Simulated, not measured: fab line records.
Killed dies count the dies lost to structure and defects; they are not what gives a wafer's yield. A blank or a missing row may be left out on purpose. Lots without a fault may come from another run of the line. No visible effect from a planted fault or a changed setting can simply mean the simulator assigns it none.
Split-lot experiment -- flow n5-finfet -- on a route of 1938 steps: 7 lots, 21 wafers read

## ABOUT THE SPLIT
At N5_BEOL_M1_EXPOSE_25 (exposes mask V0, defocus 5 nm, target cd 24 nm), the setting dose-mj was moved away from the recipe's 63 on 7 of the 21 wafers read, by -6.8% to +4.5%. For the rest of the wafers, this setting stayed at what the recipe calls for.

## FROM THE SPLIT TO THE READING: what the file shows between them, 2 steps
- N5_BEOL_M1_PEB_26: peb time 60 s
- N5_BEOL_M1_DEVELOP_27: develop time 30 s

## THE READING
cd-nm, in nm, at N5_BEOL_M1_CD_MEAS_28 (target cd y 23.3 nm). Fault-free wafers of this fab line usually give 23.98 nm, standard deviation 0.28 nm.

wafer,"tool, chamber at the split",dose-mj as run,against the recipe,"cd-nm, nm",against lot-mates on the recipe
L075.1,"euv-scanner-02, 0",63,recipe,24.14,-
L075.4,"euv-scanner-02, 0",58.94,-6.4%,22.77,-1.42
L075.5,"euv-scanner-02, 0",63,recipe,24.23,-
L083.2,"euv-scanner-02, 0",61.58,-2.3%,23.18,-0.54
L083.4,"euv-scanner-02, 0",61.58,-2.3%,23.33,-0.39
L083.6,"euv-scanner-02, 0",63,recipe,23.72,-
L082.1,"euv-scanner-02, 0",58.74,-6.8%,22.27,-1.49
L082.4,"euv-scanner-02, 0",63,recipe,23.87,-
L082.5,"euv-scanner-02, 0",63,recipe,23.65,-
L090.1,"euv-scanner-01, 0",63,recipe,24.14,-
L090.3,"euv-scanner-01, 0",63,recipe,24.40,-
L090.6,"euv-scanner-01, 0",63,recipe,24.18,-
L092.1,"euv-scanner-02, 0",60.75,-3.6%,23.61,-1.02
L092.2,"euv-scanner-02, 0",60.75,-3.6%,23.67,-0.96
L092.4,"euv-scanner-02, 0",63,recipe,24.63,-
L094.1,"euv-scanner-02, 0",63,recipe,24.18,-
L094.2,"euv-scanner-02, 0",63,recipe,23.97,-
L094.6,"euv-scanner-02, 0",63,recipe,24.14,-
L096.2,"euv-scanner-02, 0",63,recipe,24.11,-
L096.4,"euv-scanner-02, 0",63,recipe,24.19,-
L096.6,"euv-scanner-02, 0",65.82,+4.5%,25.30,+1.15

FIT RESULTS
A straight line over all 21 wafers: cd-nm changes by +0.236 nm for each +1% of dose-mj; r = +0.91; the points scatter about the line by 0.28 nm.
The same after taking each lot's own level away (the mean of its wafers on the recipe; 21 wafers): +0.235 nm for each +1%; r = +0.99; scatter 0.1 nm.
That fit puts the effect of the largest move of dose-mj on the reading at 1.6 nm.
From 23.720 to 24.630 nm: that is the span of the lots' own levels, equal to 3.2 times the standard deviation above.
Hence the lot-to-lot level has little effect on the slope; both slopes agree.
Check: with one of the wafers moved furthest among these (-6.8%) left out of the fit, the line predicts -1.63 nm for it against its lot-mates. It came out at -1.49 nm against them.

## THE WHOLE CHAIN: every reading that the file lists as answering this split, in the file's order
step,what it does,reading,change (the file's fit),r (the file's)
N5_BEOL_M1_CD_MEAS_28,target cd y 23.3 nm,cd-nm,+0.231 nm for each +1% of the setting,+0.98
N5_BEOL_M1_VIA_ETCH_34,"etches the open film in C4F6/O2, target depth 67.8 nm, time 64.4 s","BEOL_M1.cd-nm (the simulator's own value, which no gauge read)",+0.143 nm for each +1% of the setting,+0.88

## FILE'S OWN FIT
cd-nm changes by +0.231 nm for each +1% of dose-mj, r = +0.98.
